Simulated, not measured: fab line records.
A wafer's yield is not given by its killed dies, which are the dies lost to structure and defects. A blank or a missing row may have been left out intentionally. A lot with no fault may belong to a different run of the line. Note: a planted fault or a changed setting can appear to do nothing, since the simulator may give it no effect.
Which tool is to blame? / flow n5-finfet / 22 lots with 66 wafers sampled at 2 steps, on a route of 1938 steps

== WHAT THE GAUGES SHOWED, per wafer ==
N5_BEOL_M11_OVL_MEAS_29. Usual: V10_OVL gives -0.3 nm (standard deviation 0.67).
lot=L074; measured=day 10 18:30; on=overlay-01; V10_OVL (nm)=0.1 0.2 -0.8; flag=
lot=L076; measured=day 10 18:40; on=overlay-02; V10_OVL (nm)=-0.5 -0.8 -0.5; flag=
lot=L077; measured=day 11 11:10; on=overlay-01; V10_OVL (nm)=-0.1 -0.9 -0.1; flag=
lot=L075; measured=day 11 13:07; on=overlay-01; V10_OVL (nm)=-1.4 -1.0 0.0; flag=
lot=L079; measured=day 11 19:51; on=overlay-01; V10_OVL (nm)=0.6 -0.7 0.7; flag=
lot=L078; measured=day 11 20:01; on=overlay-02; V10_OVL (nm)=-1.0 -1.0 -0.8; flag=
lot=L080; measured=day 12 16:37; on=overlay-02; V10_OVL (nm)=-1.8 -1.1 -1.8; flag=
lot=L082; measured=day 12 16:34; on=overlay-01; V10_OVL (nm)=-1.5 -1.1 -0.7; flag=
lot=L083; measured=day 12 16:39; on=overlay-01; V10_OVL (nm)=-0.5 0.1 -0.5; flag=
lot=L085; measured=day 12 21:41; on=overlay-02; V10_OVL (nm)=0.7 -1.0 -0.7; flag=
lot=L081; measured=day 12 21:44; on=overlay-01; V10_OVL (nm)=0.4 0.1 0.5; flag=
lot=L084; measured=day 13 22:14; on=overlay-02; V10_OVL (nm)=-1.1 -1.2 0.6; flag=
lot=L087; measured=day 14 09:44; on=overlay-02; V10_OVL (nm)=-1.0 -0.2 0.0; flag=
lot=L086; measured=day 14 12:30; on=overlay-02; V10_OVL (nm)=0.2 1.2 0.3; flag=
lot=L088; measured=day 14 12:40; on=overlay-02; V10_OVL (nm)=0.3 0.3 0.2; flag=
lot=L089; measured=day 14 15:45; on=overlay-01; V10_OVL (nm)=0.1 -0.4 0.4; flag=
lot=L090; measured=day 14 21:47; on=overlay-02; V10_OVL (nm)=-0.6 -1.4 -0.5; flag=
lot=L092; measured=day 15 18:14; on=overlay-01; V10_OVL (nm)=0.8 -0.2 -0.6; flag=
lot=L093; measured=day 15 19:44; on=overlay-02; V10_OVL (nm)=0.8 0.1 -0.7; flag=
lot=L095; measured=day 16 03:31; on=overlay-01; V10_OVL (nm)=-0.4 -0.4 -0.6; flag=
lot=L096; measured=day 16 19:39; on=overlay-02; V10_OVL (nm)=-0.2 -0.4 -0.1; flag=
lot=L097; measured=day 17 04:34; on=overlay-01; V10_OVL (nm)=-0.6 -1.2 -0.5; flag=

== EACH LOT AND THE TOOL THAT RAN IT (in order: tool; ch and the chambers of the sampled wafers; start) ==
lot=L074; N5_BEOL_M11_STRIP_19=rie-diel-01 ch 1,2,3, day 10 13:15
lot=L076; N5_BEOL_M11_STRIP_19=rie-diel-05 ch 1,3, day 10 14:43
lot=L077; N5_BEOL_M11_STRIP_19=rie-diel-06 ch 0,3, day 11 08:44
lot=L075; N5_BEOL_M11_STRIP_19=rie-diel-01 ch 0,2,3, day 11 11:58
lot=L079; N5_BEOL_M11_STRIP_19=rie-diel-05 ch 1,2, day 11 17:40
lot=L078; N5_BEOL_M11_STRIP_19=rie-diel-06 ch 0,2,3, day 11 17:54
lot=L080; N5_BEOL_M11_STRIP_19=rie-diel-06 ch 0,1,3, day 12 12:17
lot=L082; N5_BEOL_M11_STRIP_19=rie-diel-06 ch 1,2,3, day 12 12:20
lot=L083; N5_BEOL_M11_STRIP_19=rie-diel-06 ch 0,2,3, day 12 14:12
lot=L085; N5_BEOL_M11_STRIP_19=rie-diel-01 ch 0,1,2, day 12 19:54
lot=L081; N5_BEOL_M11_STRIP_19=rie-diel-01 ch 0,2,3, day 12 20:02
lot=L084; N5_BEOL_M11_STRIP_19=rie-diel-05 ch 0,1,2, day 13 20:32
lot=L087; N5_BEOL_M11_STRIP_19=rie-diel-06 ch 0,2,3, day 14 09:21
lot=L086; N5_BEOL_M11_STRIP_19=rie-diel-05 ch 0,1, day 14 09:58
lot=L088; N5_BEOL_M11_STRIP_19=rie-diel-06 ch 0,2,3, day 14 11:03
lot=L089; N5_BEOL_M11_STRIP_19=rie-diel-05 ch 1,2,3, day 14 14:03
lot=L090; N5_BEOL_M11_STRIP_19=rie-diel-05 ch 0,1,3, day 14 19:54
lot=L092; N5_BEOL_M11_STRIP_19=rie-diel-05 ch 0,2,3, day 15 16:10
lot=L093; N5_BEOL_M11_STRIP_19=rie-diel-01 ch 0,2, day 15 19:07
lot=L095; N5_BEOL_M11_STRIP_19=rie-diel-01 ch 0,1,2, day 16 03:07
lot=L096; N5_BEOL_M11_STRIP_19=rie-diel-05 ch 0,1,3, day 16 16:59
lot=L097; N5_BEOL_M11_STRIP_19=rie-diel-06 ch 0,2,3, day 17 03:22
- N5_BEOL_M11_STRIP_19: strips in O2.

== WHAT THE TOOLS THEMSELVES READ (means of the sampled wafers that have a number; where no wafer has one, the mark that the record gives instead) ==
N5_BEOL_M11_STRIP_19. Usual: drypump-motor-current-A 5.8 A, standard deviation 0.41; oes-product-au 0.82 a.u., standard deviation 0.093; rf-vpp-V 3.7 V, standard deviation 0.62; showerhead-plenum-p-Torr 2.12 Torr, standard deviation 0.077; throttle-valve-pct 16.68 %, standard deviation 0.26.
lot=L074; tool=rie-diel-01; drypump-motor-current-A (A)=5.6; oes-product-au (a.u.)=0.79; rf-vpp-V (V)=3.4; showerhead-plenum-p-Torr (Torr)=2.07; throttle-valve-pct (%)=16.63; flag=
lot=L076; tool=rie-diel-05; drypump-motor-current-A (A)=6.0; oes-product-au (a.u.)=0.82; rf-vpp-V (V)=4.1; showerhead-plenum-p-Torr (Torr)=2.16; throttle-valve-pct (%)=16.66; flag=
lot=L077; tool=rie-diel-06; drypump-motor-current-A (A)=5.6; oes-product-au (a.u.)=0.93; rf-vpp-V (V)=3.9; showerhead-plenum-p-Torr (Torr)=2.17; throttle-valve-pct (%)=16.57; flag=
lot=L075; tool=rie-diel-01; drypump-motor-current-A (A)=6.2; oes-product-au (a.u.)=0.79; rf-vpp-V (V)=3.6; showerhead-plenum-p-Torr (Torr)=2.04; throttle-valve-pct (%)=16.59; flag=
lot=L079; tool=rie-diel-05; drypump-motor-current-A (A)=6.0; oes-product-au (a.u.)=0.91; rf-vpp-V (V)=3.3; showerhead-plenum-p-Torr (Torr)=2.13; throttle-valve-pct (%)=16.33; flag=
lot=L078; tool=rie-diel-06; drypump-motor-current-A (A)=5.7; oes-product-au (a.u.)=0.93; rf-vpp-V (V)=3.1; showerhead-plenum-p-Torr (Torr)=2.17; throttle-valve-pct (%)=16.64; flag=
lot=L080; tool=rie-diel-06; drypump-motor-current-A (A)=5.9; oes-product-au (a.u.)=0.84; rf-vpp-V (V)=3.4; showerhead-plenum-p-Torr (Torr)=2.15; throttle-valve-pct (%)=16.75; flag=
lot=L082; tool=rie-diel-06; drypump-motor-current-A (A)=6.0; oes-product-au (a.u.)=0.84; rf-vpp-V (V)=3.8; showerhead-plenum-p-Torr (Torr)=2.15; throttle-valve-pct (%)=16.83; flag=
lot=L083; tool=rie-diel-06; drypump-motor-current-A (A)=5.7; oes-product-au (a.u.)=0.91; rf-vpp-V (V)=3.9; showerhead-plenum-p-Torr (Torr)=2.17; throttle-valve-pct (%)=16.65; flag=
lot=L085; tool=rie-diel-01; drypump-motor-current-A (A)=5.9; oes-product-au (a.u.)=0.71; rf-vpp-V (V)=3.7; showerhead-plenum-p-Torr (Torr)=2.06; throttle-valve-pct (%)=16.66; flag=
lot=L081; tool=rie-diel-01; drypump-motor-current-A (A)=6.2; oes-product-au (a.u.)=0.77; rf-vpp-V (V)=3.8; showerhead-plenum-p-Torr (Torr)=2.03; throttle-valve-pct (%)=16.60; flag=
lot=L084; tool=rie-diel-05; drypump-motor-current-A (A)=5.7; oes-product-au (a.u.)=0.82; rf-vpp-V (V)=3.8; showerhead-plenum-p-Torr (Torr)=2.09; throttle-valve-pct (%)=16.57; flag=
lot=L087; tool=rie-diel-06; drypump-motor-current-A (A)=5.7; oes-product-au (a.u.)=0.87; rf-vpp-V (V)=3.6; showerhead-plenum-p-Torr (Torr)=2.16; throttle-valve-pct (%)=16.68; flag=
lot=L086; tool=rie-diel-05; drypump-motor-current-A (A)=6.0; oes-product-au (a.u.)=0.83; rf-vpp-V (V)=3.5; showerhead-plenum-p-Torr (Torr)=2.07; throttle-valve-pct (%)=16.36; flag=
lot=L088; tool=rie-diel-06; drypump-motor-current-A (A)=5.7; oes-product-au (a.u.)=0.89; rf-vpp-V (V)=3.6; showerhead-plenum-p-Torr (Torr)=2.16; throttle-valve-pct (%)=16.68; flag=
lot=L089; tool=rie-diel-05; drypump-motor-current-A (A)=5.9; oes-product-au (a.u.)=0.81; rf-vpp-V (V)=3.7; showerhead-plenum-p-Torr (Torr)=2.14; throttle-valve-pct (%)=16.67; flag=
lot=L090; tool=rie-diel-05; drypump-motor-current-A (A)=5.8; oes-product-au (a.u.)=0.77; rf-vpp-V (V)=3.7; showerhead-plenum-p-Torr (Torr)=2.09; throttle-valve-pct (%)=16.63; flag=
lot=L092; tool=rie-diel-05; drypump-motor-current-A (A)=5.6; oes-product-au (a.u.)=0.75; rf-vpp-V (V)=4.1; showerhead-plenum-p-Torr (Torr)=2.10; throttle-valve-pct (%)=16.86; flag=
lot=L093; tool=rie-diel-01; drypump-motor-current-A (A)=6.2; oes-product-au (a.u.)=0.78; rf-vpp-V (V)=3.5; showerhead-plenum-p-Torr (Torr)=2.01; throttle-valve-pct (%)=16.46; flag=
lot=L095; tool=rie-diel-01; drypump-motor-current-A (A)=5.9; oes-product-au (a.u.)=0.86; rf-vpp-V (V)=3.9; showerhead-plenum-p-Torr (Torr)=2.05; throttle-valve-pct (%)=16.40; flag=
lot=L096; tool=rie-diel-05; drypump-motor-current-A (A)=5.8; oes-product-au (a.u.)=0.76; rf-vpp-V (V)=4.2; showerhead-plenum-p-Torr (Torr)=2.09; throttle-valve-pct (%)=16.67; flag=
lot=L097; tool=rie-diel-06; drypump-motor-current-A (A)=5.7; oes-product-au (a.u.)=0.86; rf-vpp-V (V)=3.2; showerhead-plenum-p-Torr (Torr)=2.16; throttle-valve-pct (%)=16.71; flag=

== THE ANSWER, worked out from the rows above alone ==
Rule: take the mean of a lot's wafers that have a number; if it is more than 3 standard deviations from the usual mean, the lot is off. Also off: a lot with no number at a reading for which 4 or more lots have one. All remaining lots with rows at the step are treated as sound. After the gauges, taken in route order, come the tools' own readings; for these a lot's mean is taken, as printed above. The first step at which some lot is off is used, and at that step the reading that is off furthest; a lot without a number counts as furthest.
Nothing can be told from this: no lot is off at any reading shown.

== WHAT THE SIMULATOR HAD PUT IN ==
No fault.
